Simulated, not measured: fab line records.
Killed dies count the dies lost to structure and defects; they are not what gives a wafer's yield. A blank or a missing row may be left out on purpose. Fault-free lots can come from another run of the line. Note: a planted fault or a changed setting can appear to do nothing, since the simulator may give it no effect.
Which tool is to blame? + flow nand_harc + Sampling: 24 lots, 72 wafers, 6 of 1302 route steps

== WHAT THE GAUGES SHOWED, per wafer ==
Not one reading of a measure or inspect step in the record can be checked against a usual standard deviation.

== TOOL THAT RAN EACH LOT (tool first, then ch and the chambers of the sampled wafers, then the start) ==
| lot  | NHARC_A_CHANNEL_FILL_D2_STRIP_29              | NHARC_A_STAIRCASE_ETCH_15                     | NHARC_A_STAIRCASE_ETCH_17                     | NHARC_A_STAIRCASE_ETCH_19                     | NHARC_A_STAIRCASE_ETCH_21                     | NHARC_A_STAIRCASE_DESCUM_186       |
|------|-----------------------------------------------|-----------------------------------------------|-----------------------------------------------|-----------------------------------------------|-----------------------------------------------|------------------------------------|
| L074 | rie_diel-06 ch 0,1,2, day 15 04:54 or earlier | rie_diel-01 ch 1,2,3, day 15 04:54 or earlier | rie_diel-01 ch 0,1,2, day 15 04:54 or earlier | rie_diel-01 ch 0,1,2, day 15 04:54 or earlier | rie_diel-09 ch 0,2,3, day 15 04:54 or earlier | rie_diel-04 ch 0,2,3, day 15 04:54 |
| L075 | rie_diel-06 ch 0,1,2, day 16 05:44 or earlier | rie_diel-09 ch 1,3, day 16 05:44 or earlier   | rie_diel-09 ch 0,2,3, day 16 05:44 or earlier | rie_diel-09 ch 0,2,3, day 16 05:44 or earlier | rie_diel-01 ch 0,2,3, day 16 05:44 or earlier | rie_diel-01 ch 0,3, day 16 05:44   |
| L077 | rie_diel-06 ch 1,2, day 16 20:40 or earlier   | rie_diel-09 ch 0,1,3, day 16 20:40 or earlier | rie_diel-09 ch 1,2, day 16 20:40 or earlier   | rie_diel-09 ch 2,3, day 16 20:40 or earlier   | rie_diel-09 ch 1,2, day 16 20:40 or earlier   | rie_diel-09 ch 2,3, day 16 20:40   |
| L076 | rie_diel-07 ch 0,1, day 16 07:40              | rie_diel-01 ch 2,3, day 16 21:17 or earlier   | rie_diel-01 ch 2,3, day 16 21:17 or earlier   | rie_diel-01 ch 0,3, day 16 21:17 or earlier   | rie_diel-01 ch 0,2,3, day 16 21:17 or earlier | rie_diel-09 ch 0,2, day 16 21:17   |
| L078 | rie_diel-13 ch 0,1,2, day 17 15:23 or earlier | rie_diel-04 ch 0,1,3, day 17 15:23 or earlier | rie_diel-04 ch 0,2,3, day 17 15:23 or earlier | rie_diel-04 ch 0,3, day 17 15:23 or earlier   | rie_diel-01 ch 0,1,2, day 17 15:23 or earlier | rie_diel-04 ch 0,1,2, day 17 15:23 |
| L080 | rie_diel-13 ch 1,3, day 17 06:33              | rie_diel-01 ch 0,1,3, day 17 20:07 or earlier | rie_diel-01 ch 1,3, day 17 20:07 or earlier   | rie_diel-01 ch 1,2, day 17 20:07 or earlier   | rie_diel-04 ch 0,1, day 17 20:07 or earlier   | rie_diel-04 ch 1,3, day 17 20:07   |
| L079 | rie_diel-06 ch 1,3, day 17 19:29 or earlier   | rie_diel-09 ch 0,1, day 17 19:29 or earlier   | rie_diel-09 ch 1,2, day 17 19:29 or earlier   | rie_diel-09 ch 0,1,3, day 17 19:29 or earlier | rie_diel-09 ch 0,1,3, day 17 19:29 or earlier | rie_diel-04 ch 0,2, day 17 19:29   |
| L081 | rie_diel-06 ch 1,2,3, day 18 19:19 or earlier | rie_diel-01 ch 1,2,3, day 18 19:19 or earlier | rie_diel-01 ch 1,2,3, day 18 19:19 or earlier | rie_diel-01 ch 0,1,2, day 18 19:19 or earlier | rie_diel-09 ch 1,2,3, day 18 19:19 or earlier | rie_diel-04 ch 2,3, day 18 19:19   |
| L082 | rie_diel-06 ch 0,2, day 19 00:55 or earlier   | rie_diel-04 ch 0,3, day 19 00:55 or earlier   | rie_diel-04 ch 0,3, day 19 00:55 or earlier   | rie_diel-04 ch 2,3, day 19 00:55 or earlier   | rie_diel-09 ch 0,2, day 19 00:55 or earlier   | rie_diel-04 ch 0,3, day 19 00:55   |
| L083 | rie_diel-06 ch 2,3, day 19 10:19 or earlier   | rie_diel-01 ch 1,2, day 19 10:19 or earlier   | rie_diel-01 ch 0,1,3, day 19 10:19 or earlier | rie_diel-01 ch 0,3, day 19 10:19 or earlier   | rie_diel-04 ch 0,2, day 19 10:19 or earlier   | rie_diel-01 ch 2,3, day 19 10:19   |
| L085 | rie_diel-13 ch 0,2,3, day 20 08:09 or earlier | rie_diel-09 ch 0,2,3, day 20 08:09 or earlier | rie_diel-09 ch 0,2,3, day 20 08:09 or earlier | rie_diel-09 ch 0,1,3, day 20 08:09 or earlier | rie_diel-09 ch 1,2,3, day 20 08:09 or earlier | rie_diel-09 ch 0,2,3, day 20 08:09 |
| L084 | rie_diel-06 ch 1,2, day 20 08:26 or earlier   | rie_diel-01 ch 0,2,3, day 20 08:26 or earlier | rie_diel-01 ch 1,2, day 20 08:26 or earlier   | rie_diel-01 ch 0,1,3, day 20 08:26 or earlier | rie_diel-09 ch 0,1,2, day 20 08:26 or earlier | rie_diel-09 ch 0,1, day 20 08:26   |
| L086 | rie_diel-06 ch 1,2,3, day 20 14:55 or earlier | rie_diel-01 ch 0,1,3, day 20 14:55 or earlier | rie_diel-01 ch 0,2,3, day 20 14:55 or earlier | rie_diel-01 ch 1,2,3, day 20 14:55 or earlier | rie_diel-04 ch 1,3, day 20 14:55 or earlier   | rie_diel-04 ch 0,1,2, day 20 14:55 |
| L087 | rie_diel-13 ch 0,1,2, day 20 20:40 or earlier | rie_diel-09 ch 1,2, day 20 20:40 or earlier   | rie_diel-09 ch 0,1,2, day 20 20:40 or earlier | rie_diel-09 ch 1,2,3, day 20 20:40 or earlier | rie_diel-01 ch 0,1,2, day 20 20:40 or earlier | rie_diel-04 ch 0,1,2, day 20 20:40 |
| L088 | rie_diel-07 ch 1,2, day 22 02:20 or earlier   | rie_diel-04 ch 0,3, day 22 02:20 or earlier   | rie_diel-04 ch 0,1, day 22 02:20 or earlier   | rie_diel-04 ch 0,2,3, day 22 02:20 or earlier | rie_diel-01 ch 0,1, day 22 02:20 or earlier   | rie_diel-09 ch 0,1,2, day 22 02:20 |
| L089 | rie_diel-13 ch 1,2, day 22 02:01 or earlier   | rie_diel-01 ch 0,2, day 22 02:01 or earlier   | rie_diel-01 ch 1,3, day 22 02:01 or earlier   | rie_diel-01 ch 0,1,3, day 22 02:01 or earlier | rie_diel-01 ch 0,2, day 22 02:01 or earlier   | rie_diel-04 ch 0,1,2, day 22 02:01 |
| L090 | rie_diel-13 ch 0,1,2, day 22 12:18 or earlier | rie_diel-01 ch 0,2, day 22 12:18 or earlier   | rie_diel-01 ch 0,2, day 22 12:18 or earlier   | rie_diel-01 ch 0,2,3, day 22 12:18 or earlier | rie_diel-01 ch 0,2, day 22 12:18 or earlier   | rie_diel-09 ch 0,3, day 22 12:18   |
| L091 | rie_diel-07 ch 1,2,3, day 22 12:36 or earlier | rie_diel-09 ch 0,1, day 22 12:36 or earlier   | rie_diel-09 ch 0,1,3, day 22 12:36 or earlier | rie_diel-09 ch 0,3, day 22 12:36 or earlier   | rie_diel-09 ch 0,3, day 22 12:36 or earlier   | rie_diel-01 ch 1,2,3, day 22 12:36 |
| L092 | rie_diel-06 ch 1,2, day 23 01:44 or earlier   | rie_diel-04 ch 1,2,3, day 23 01:44 or earlier | rie_diel-04 ch 0,2,3, day 23 01:44 or earlier | rie_diel-04 ch 0,1,2, day 23 01:44 or earlier | rie_diel-04 ch 0,3, day 23 01:44 or earlier   | rie_diel-01 ch 1,2, day 23 01:44   |
| L093 | rie_diel-06 ch 0,1,2, day 24 00:03 or earlier | rie_diel-09 ch 1,2, day 24 00:03 or earlier   | rie_diel-09 ch 1,2,3, day 24 00:03 or earlier | rie_diel-09 ch 0,1,2, day 24 00:03 or earlier | rie_diel-09 ch 2,3, day 24 00:03 or earlier   | rie_diel-09 ch 0,1,3, day 24 00:03 |
| L094 | rie_diel-13 ch 0,1, day 23 23:33 or earlier   | rie_diel-09 ch 1,2,3, day 23 23:33 or earlier | rie_diel-09 ch 1,2, day 23 23:33 or earlier   | rie_diel-09 ch 1,2,3, day 23 23:33 or earlier | rie_diel-04 ch 0,1,3, day 23 23:33 or earlier | rie_diel-01 ch 1,2,3, day 23 23:33 |
| L095 | rie_diel-13 ch 0,2, day 24 03:04              | rie_diel-09 ch 1,3, day 24 16:31 or earlier   | rie_diel-09 ch 0,1,3, day 24 16:31 or earlier | rie_diel-09 ch 0,1, day 24 16:31 or earlier   | rie_diel-04 ch 1,3, day 24 16:31 or earlier   | rie_diel-04 ch 0,1,3, day 24 16:31 |
| L097 | rie_diel-06 ch 1,3, day 24 22:34 or earlier   | rie_diel-04 ch 1,3, day 24 22:34 or earlier   | rie_diel-04 ch 1,3, day 24 22:34 or earlier   | rie_diel-04 ch 0,1,3, day 24 22:34 or earlier | rie_diel-09 ch 0,1,2, day 24 22:34 or earlier | rie_diel-09 ch 0,1,3, day 24 22:34 |
| L096 | rie_diel-13 ch 0,1, day 24 07:25              | rie_diel-01 ch 0,1, day 24 20:41 or earlier   | rie_diel-01 ch 0,2,3, day 24 20:41 or earlier | rie_diel-01 ch 1,2, day 24 20:41 or earlier   | rie_diel-01 ch 1,2,3, day 24 20:41 or earlier | rie_diel-01 ch 2,3, day 24 20:41   |
- NHARC_A_CHANNEL_FILL_D2_STRIP_29: strips in O2, time 20 s.
- NHARC_A_STAIRCASE_ETCH_15: etches the open film in C4F8/O2, target depth 100 nm, time 40.5 s.
- NHARC_A_STAIRCASE_ETCH_17: etches the open film in C4F8/O2, target depth 100 nm, time 40.5 s.
- NHARC_A_STAIRCASE_ETCH_19: etches the open film in C4F8/O2, target depth 100 nm, time 40.5 s.
- NHARC_A_STAIRCASE_ETCH_21: etches the open film in C4F8/O2, target depth 100 nm, time 40.5 s.
- NHARC_A_STAIRCASE_DESCUM_186: chemistry O2, time 3 s.

== WHAT THE TOOLS THEMSELVES READ (means of the sampled wafers that have a number; where no wafer has one, the mark that the record gives instead) ==
NHARC_A_CHANNEL_FILL_D2_STRIP_29.
| lot  | tool        | drypump_motor_current_A (A) | oes_product_au (a.u.) | rf_vpp_V (V) | showerhead_plenum_p_Torr (Torr) | throttle_valve_pct (%) |
|------|-------------|-----------------------------|-----------------------|--------------|---------------------------------|------------------------|
| L074 | rie_diel-06 | 5.9                         | 1.000                 | 57.8         | 3.54                            | 17.050                 |
| L075 | rie_diel-06 | 5.9                         | 0.986                 | 57.1         | 3.54                            | 17.041                 |
| L077 | rie_diel-06 | 5.7                         | 0.994                 | 57.7         | 3.40                            | 17.037                 |
| L076 | rie_diel-07 | 5.6                         | 1.001                 | 56.8         | 3.42                            | 17.044                 |
| L078 | rie_diel-13 | 5.5                         | 1.013                 | 58.9         | 3.60                            | 17.026                 |
| L080 | rie_diel-13 | 5.7                         | 0.992                 | 58.4         | 3.74                            | 17.037                 |
| L079 | rie_diel-06 | 5.5                         | 1.005                 | 57.9         | 3.56                            | 17.031                 |
| L081 | rie_diel-06 | 5.3                         | 0.994                 | 58.2         | 3.48                            | 17.027                 |
| L082 | rie_diel-06 | 5.9                         | 0.997                 | 57.7         | 3.58                            | 17.031                 |
| L083 | rie_diel-06 | 4.9                         | 0.989                 | 58.4         | 3.47                            | 17.042                 |
| L085 | rie_diel-13 | 5.6                         | 1.004                 | 57.9         | 3.60                            | 17.030                 |
| L084 | rie_diel-06 | 5.8                         | 0.996                 | 57.0         | 3.48                            | 17.038                 |
| L086 | rie_diel-06 | 5.4                         | 0.992                 | 57.7         | 3.48                            | 17.040                 |
| L087 | rie_diel-13 | 5.5                         | 0.996                 | 57.8         | 3.60                            | 17.041                 |
| L088 | rie_diel-07 | 5.3                         | 1.000                 | 57.8         | 3.50                            | 17.027                 |
| L089 | rie_diel-13 | 5.3                         | 0.997                 | 58.6         | 3.65                            | 17.035                 |
| L090 | rie_diel-13 | 5.5                         | 1.003                 | 58.2         | 3.60                            | 17.034                 |
| L091 | rie_diel-07 | 5.3                         | 1.009                 | 57.5         | 3.49                            | 17.035                 |
| L092 | rie_diel-06 | 5.8                         | 1.002                 | 58.2         | 3.48                            | 17.042                 |
| L093 | rie_diel-06 | 5.9                         | 1.005                 | 58.7         | 3.53                            | 17.040                 |
| L094 | rie_diel-13 | 5.8                         | 1.003                 | 58.5         | 3.64                            | 17.038                 |
| L095 | rie_diel-13 | 5.7                         | 1.004                 | 57.8         | 3.54                            | 17.024                 |
| L097 | rie_diel-06 | 5.5                         | 1.009                 | 57.7         | 3.56                            | 17.044                 |
| L096 | rie_diel-13 | 5.6                         | 1.011                 | 58.1         | 3.69                            | 17.036                 |

NHARC_A_STAIRCASE_ETCH_15.
| lot  | tool        | bias_w (W) | oes_product_au (a.u.) | rf_vpp_V (V) |
|------|-------------|------------|-----------------------|--------------|
| L074 | rie_diel-01 | 1000       | 0.940                 | 892          |
| L075 | rie_diel-09 | 998        | 0.970                 | 901          |
| L077 | rie_diel-09 | 1000       | 0.947                 | 899          |
| L076 | rie_diel-01 | 1002       | 0.941                 | 893          |
| L078 | rie_diel-04 | 1001       | 0.944                 | 900          |
| L080 | rie_diel-01 | 998        | 0.933                 | 888          |
| L079 | rie_diel-09 | 1001       | 0.943                 | 896          |
| L081 | rie_diel-01 | 1002       | 0.939                 | 891          |
| L082 | rie_diel-04 | 1001       | 0.944                 | 902          |
| L083 | rie_diel-01 | 997        | 0.916                 | 895          |
| L085 | rie_diel-09 | 1000       | 0.948                 | 895          |
| L084 | rie_diel-01 | 1000       | 0.951                 | 893          |
| L086 | rie_diel-01 | 1001       | 0.935                 | 888          |
| L087 | rie_diel-09 | 1002       | 0.944                 | 896          |
| L088 | rie_diel-04 | 1001       | 0.937                 | 898          |
| L089 | rie_diel-01 | 1002       | 0.947                 | 890          |
| L090 | rie_diel-01 | 997        | 0.931                 | 891          |
| L091 | rie_diel-09 | 998        | 0.984                 | 898          |
| L092 | rie_diel-04 | 999        | 0.944                 | 900          |
| L093 | rie_diel-09 | 997        | 0.937                 | 894          |
| L094 | rie_diel-09 | 997        | 0.946                 | 898          |
| L095 | rie_diel-09 | 1002       | 0.947                 | 900          |
| L097 | rie_diel-04 | 1002       | 0.922                 | 900          |
| L096 | rie_diel-01 | 1002       | 0.937                 | 900          |

NHARC_A_STAIRCASE_ETCH_17.
| lot  | tool        | bias_w (W) | oes_product_au (a.u.) | rf_vpp_V (V) |
|------|-------------|------------|-----------------------|--------------|
| L074 | rie_diel-01 | 997.5      | 0.943                 | 892          |
| L075 | rie_diel-09 | 997.7      | 0.950                 | 896          |
| L077 | rie_diel-09 | 999.7      | 0.957                 | 898          |
| L076 | rie_diel-01 | 1003.2     | 0.940                 | 896          |
| L078 | rie_diel-04 | 997.2      | 0.946                 | 899          |
| L080 | rie_diel-01 | 1000.2     | 0.924                 | 890          |
| L079 | rie_diel-09 | 999.1      | 0.953                 | 894          |
| L081 | rie_diel-01 | 998.0      | 0.946                 | 892          |
| L082 | rie_diel-04 | 1002.1     | 0.938                 | 901          |
| L083 | rie_diel-01 | 999.7      | 0.932                 | 888          |
| L085 | rie_diel-09 | 1000.9     | 0.955                 | 895          |
| L084 | rie_diel-01 | 999.7      | 0.946                 | 895          |
| L086 | rie_diel-01 | 1001.8     | 0.942                 | 891          |
| L087 | rie_diel-09 | 1000.5     | 0.954                 | 895          |
| L088 | rie_diel-04 | 1000.4     | 0.937                 | 896          |
| L089 | rie_diel-01 | 1001.0     | 0.944                 | 887          |
| L090 | rie_diel-01 | 998.6      | 0.930                 | 894          |
| L091 | rie_diel-09 | 1000.9     | 0.959                 | 898          |
| L092 | rie_diel-04 | 1000.8     | 0.939                 | 899          |
| L093 | rie_diel-09 | 1001.8     | 0.947                 | 898          |
| L094 | rie_diel-09 | 1002.0     | 0.946                 | 897          |
| L095 | rie_diel-09 | 1003.2     | 0.942                 | 898          |
| L097 | rie_diel-04 | 997.0      | 0.927                 | 902          |
| L096 | rie_diel-01 | 1000.2     | 0.947                 | 897          |

NHARC_A_STAIRCASE_ETCH_19.
| lot  | tool        | bias_w (W) | oes_product_au (a.u.) | rf_vpp_V (V) |
|------|-------------|------------|-----------------------|--------------|
| L074 | rie_diel-01 | 1000.8     | 0.933                 | 891          |
| L075 | rie_diel-09 | 998.0      | 0.956                 | 896          |
| L077 | rie_diel-09 | 1001.7     | 0.950                 | 898          |
| L076 | rie_diel-01 | 1001.4     | 0.945                 | 889          |
| L078 | rie_diel-04 | 1002.8     | 0.953                 | 897          |
| L080 | rie_diel-01 | 1000.6     | 0.918                 | 892          |
| L079 | rie_diel-09 | 999.0      | 0.952                 | 899          |
| L081 | rie_diel-01 | 997.0      | 0.942                 | 890          |
| L082 | rie_diel-04 | 999.5      | 0.939                 | 903          |
| L083 | rie_diel-01 | 1000.8     | 0.937                 | 889          |
| L085 | rie_diel-09 | 1000.1     | 0.946                 | 899          |
| L084 | rie_diel-01 | 1001.8     | 0.934                 | 888          |
| L086 | rie_diel-01 | 999.4      | 0.939                 | 892          |
| L087 | rie_diel-09 | 1000.9     | 0.951                 | 897          |
| L088 | rie_diel-04 | 997.3      | 0.944                 | 898          |
| L089 | rie_diel-01 | 999.5      | 0.942                 | 887          |
| L090 | rie_diel-01 | 999.1      | 0.939                 | 891          |
| L091 | rie_diel-09 | 999.8      | 0.951                 | 896          |
| L092 | rie_diel-04 | 1000.0     | 0.948                 | 896          |
| L093 | rie_diel-09 | 999.4      | 0.946                 | 894          |
| L094 | rie_diel-09 | 1000.3     | 0.948                 | 896          |
| L095 | rie_diel-09 | 1001.9     | 0.948                 | 895          |
| L097 | rie_diel-04 | 1002.0     | 0.928                 | 898          |
| L096 | rie_diel-01 | 1001.1     | 0.942                 | 890          |

NHARC_A_STAIRCASE_ETCH_21.
| lot  | tool        | bias_w (W) | oes_product_au (a.u.) | rf_vpp_V (V) |
|------|-------------|------------|-----------------------|--------------|
| L074 | rie_diel-09 | 1001       | 0.976                 | 896          |
| L075 | rie_diel-01 | 1000       | 0.964                 | 892          |
| L077 | rie_diel-09 | 1003       | 0.955                 | 895          |
| L076 | rie_diel-01 | 999        | 0.929                 | 892          |
| L078 | rie_diel-01 | 1001       | 0.950                 | 892          |
| L080 | rie_diel-04 | 1000       | 0.956                 | 896          |
| L079 | rie_diel-09 | 997        | 0.948                 | 900          |
| L081 | rie_diel-09 | 998        | 0.981                 | 898          |
| L082 | rie_diel-09 | 1001       | 0.958                 | 893          |
| L083 | rie_diel-04 | 1001       | 0.945                 | 894          |
| L085 | rie_diel-09 | 999        | 0.950                 | 898          |
| L084 | rie_diel-09 | 999        | 0.950                 | 895          |
| L086 | rie_diel-04 | 999        | 0.960                 | 900          |
| L087 | rie_diel-01 | 996        | 0.969                 | 891          |
| L088 | rie_diel-01 | 1003       | 0.952                 | 887          |
| L089 | rie_diel-01 | 999        | 0.948                 | 895          |
| L090 | rie_diel-01 | 997        | 0.938                 | 893          |
| L091 | rie_diel-09 | 999        | 0.946                 | 896          |
| L092 | rie_diel-04 | 998        | 0.945                 | 897          |
| L093 | rie_diel-09 | 998        | 0.949                 | 897          |
| L094 | rie_diel-04 | 1000       | 0.958                 | 898          |
| L095 | rie_diel-04 | 998        | 0.955                 | 902          |
| L097 | rie_diel-09 | 999        | 0.949                 | 895          |
| L096 | rie_diel-01 | 999        | 0.943                 | 891          |

NHARC_A_STAIRCASE_DESCUM_186.
| lot  | tool        | drypump_motor_current_A (A) | oes_product_au (a.u.) | rf_vpp_V (V) | showerhead_plenum_p_Torr (Torr) | throttle_valve_pct (%) |
|------|-------------|-----------------------------|-----------------------|--------------|---------------------------------|------------------------|
| L074 | rie_diel-04 | 5.7                         | 0.991                 | 57.5         | 1.86                            | 11.304                 |
| L075 | rie_diel-01 | 6.3                         | 1.004                 | 57.6         | 1.81                            | 11.323                 |
| L077 | rie_diel-09 | 5.5                         | 1.006                 | 57.4         | 1.90                            | 11.311                 |
| L076 | rie_diel-09 | 5.3                         | 0.998                 | 57.6         | 1.87                            | 11.307                 |
| L078 | rie_diel-04 | 5.5                         | 1.002                 | 57.7         | 1.93                            | 11.310                 |
| L080 | rie_diel-04 | 6.0                         | 0.993                 | 58.0         | 2.00                            | 11.320                 |
| L079 | rie_diel-04 | 5.4                         | 1.005                 | 57.8         | 1.90                            | 11.308                 |
| L081 | rie_diel-04 | 6.0                         | 1.002                 | 58.5         | 2.03                            | 11.309                 |
| L082 | rie_diel-04 | 6.0                         | 1.002                 | 57.6         | 2.00                            | 11.307                 |
| L083 | rie_diel-01 | 5.8                         | 0.989                 | 58.5         | 1.90                            | 11.309                 |
| L085 | rie_diel-09 | 5.4                         | 1.002                 | 57.0         | 1.90                            | 11.305                 |
| L084 | rie_diel-09 | 5.3                         | 1.004                 | 58.1         | 1.95                            | 11.306                 |
| L086 | rie_diel-04 | 5.5                         | 0.999                 | 57.4         | 1.92                            | 11.305                 |
| L087 | rie_diel-04 | 5.5                         | 1.006                 | 57.0         | 1.92                            | 11.303                 |
| L088 | rie_diel-09 | 5.4                         | 1.013                 | 57.7         | 1.90                            | 11.306                 |
| L089 | rie_diel-04 | 5.5                         | 0.989                 | 57.7         | 1.92                            | 11.310                 |
| L090 | rie_diel-09 | 5.2                         | 1.001                 | 57.5         | 1.91                            | 11.314                 |
| L091 | rie_diel-01 | 5.7                         | 0.999                 | 57.8         | 1.84                            | 11.314                 |
| L092 | rie_diel-01 | 5.4                         | 0.995                 | 57.1         | 1.89                            | 11.305                 |
| L093 | rie_diel-09 | 5.3                         | 1.011                 | 58.8         | 1.94                            | 11.311                 |
| L094 | rie_diel-01 | 5.8                         | 0.996                 | 57.2         | 1.84                            | 11.309                 |
| L095 | rie_diel-04 | 5.8                         | 1.000                 | 58.5         | 1.95                            | 11.307                 |
| L097 | rie_diel-09 | 5.3                         | 1.005                 | 57.5         | 1.94                            | 11.311                 |
| L096 | rie_diel-01 | 6.2                         | 0.993                 | 57.3         | 1.85                            | 11.309                 |

== THE ANSWER, worked out from the rows above alone ==
Rule: usual is defined by the lots themselves. The widest of any qualifying gaps counts: lots, ordered by their means at a reading, are off when they make up no more than a third of the lots, leave a main group of 4 or more, and stand apart from it by 3 or more times the standard deviation of that group's means. A main group whose means are all the same, to the digits that the tables above print for the reading, isn't used. A lot without any number at a reading at which 4 lots or more have one is off too. All remaining lots with rows at the step are treated as sound. First the gauges in route order, then the tools' own readings, where a lot's mean is used as printed above. At the first step where some lot is off, the reading lying furthest off is the one used; lots without a number count as furthest.
Across all readings shown, no lot is off: no conclusion can be drawn from this.

== WHAT HAD BEEN PUT IN BY THE SIMULATOR ==
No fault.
